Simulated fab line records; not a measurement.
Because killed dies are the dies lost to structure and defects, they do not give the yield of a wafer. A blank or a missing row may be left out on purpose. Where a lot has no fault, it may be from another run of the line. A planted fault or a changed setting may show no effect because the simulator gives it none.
Chamber matching ; flow n5-finfet ; N5_GATE_CUT_HM_DEP_46 on pecvd-02: 3 sister chambers
The step deposits SiO2 from TEOS/O2, target thk 130 nm, time 26.6 s. 3 wafers are shown with their chamber, then 8 later ones without.

WAFERS, EACH WITH ITS CHAMBER
wafer;chamber;throttle-valve-pct (%)
L087.1;2;17.5
L087.3;0;19.7
L091.2;1;19.3

WAFERS WHOSE CHAMBER IS MISSING
wafer;throttle-valve-pct (%)
L091.3;17.3
L091.6;19.8
L095.2;17.5
L095.3;19.6
L095.6;17.4
L097.1;17.8
L097.3;19.2
L097.4;19.2

EACH ONE'S CHAMBER
wafer;from the rows above;in truth
L091.3;2;2
L091.6;0;0
L095.2;2;2
L095.3;can't be placed: 0 or 1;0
L095.6;2;2
L097.1;2;2
L097.3;1;1
L097.4;1;1
Correct placement for 7 of the 8. Unplaceable from these rows: 1, with the true chamber sitting among the candidates in 1. Wrongly placed: 0.
How it was worked out, from the rows above alone: a wafer's distance from a chamber is the root of the sum, over the readings, of the square of ((its reading less the chamber's mean) divided by the reading's scatter). The wafer belongs to the nearest chamber; if the next one is less than 2 further off, it can't be placed. Each chamber's mean is taken over the wafers shown for it. The scatter (one wafer shown for each chamber): square how far every hidden wafer sits from the nearest shown wafer, average those squares and take the square root.
